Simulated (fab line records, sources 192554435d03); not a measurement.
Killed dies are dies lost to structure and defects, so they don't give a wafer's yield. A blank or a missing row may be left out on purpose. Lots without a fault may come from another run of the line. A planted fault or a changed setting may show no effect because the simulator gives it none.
One fault seen from 2 desks | flow n5_finfet | each desk has only its own numbers; what lay behind them comes last

THE TOOL OWNER'S DESK: pecvd-02
The tool's own readings at N5_BEOL_M15_DEP_53 (deposits SiCN from 3MS/NH3, target thk 50 nm, time 17.8 s): means of the sampled wafers that have a number, for each lot that ran on this tool. A lot is out of limits, marked OUT, if its mean lies more than 4 standard deviations from the usual mean; the brackets give that distance.
Columns: A = rf_fwd_power_W at N5_BEOL_M15_DEP_53, usual 666.6 W; B = showerhead_plenum_p_Torr at N5_BEOL_M15_DEP_53, usual 4.153 Torr; C = throttle_valve_pct at N5_BEOL_M15_DEP_53, usual 17.9 %
lot  | first seen here | A     | B     | C
L106 | day 15 03:30    | 668.3 | 4.126 | 19.3
L113 | day 17 03:09    | 666.8 | 4.139 | 17.7
L116 | day 17 15:17    | 666.2 | 4.133 | 18.9
L115 | day 18 07:12    | 669.4 | 4.141 | 17.5
L118 | day 18 08:13    | 666.2 | 4.162 | 17.1
This desk's finding: nothing out of limits on any of the 5 lots.

THE METROLOGY DESK
What the gauges read, lot by lot, whatever tool the lot ran on: means of the sampled wafers that have a number. A lot is out of limits, marked OUT, if its mean lies more than 4 standard deviations from the usual mean; the brackets give that distance.
Columns: A = M15_THK at N5_BEOL_M15_THK_MEAS_50, usual 813 nm; B = M15_RS at N5_BEOL_M15_RS_MEAS_54, usual 0.0216 ohm/sq
lot  | first seen here | A   | B
L106 | day 15 03:26    | 809 | 0.0217
L113 | day 17 03:05    | 810 | 0.0217
L116 | day 17 15:14    | 797 | 0.0218
L115 | day 18 07:08    | 816 | 0.0215
L118 | day 18 08:08    | 816 | 0.0214
L124 | day 19 16:28    | 821 | 0.0215
L125 | day 20 11:14    | 841 | 0.0213
This desk's finding: nothing out of limits on any of the 7 lots.

PUT TOGETHER
The tool owner's desk saw nothing out of limits.
The metrology desk saw nothing out of limits.

WHAT THE SIMULATOR HAD PUT IN
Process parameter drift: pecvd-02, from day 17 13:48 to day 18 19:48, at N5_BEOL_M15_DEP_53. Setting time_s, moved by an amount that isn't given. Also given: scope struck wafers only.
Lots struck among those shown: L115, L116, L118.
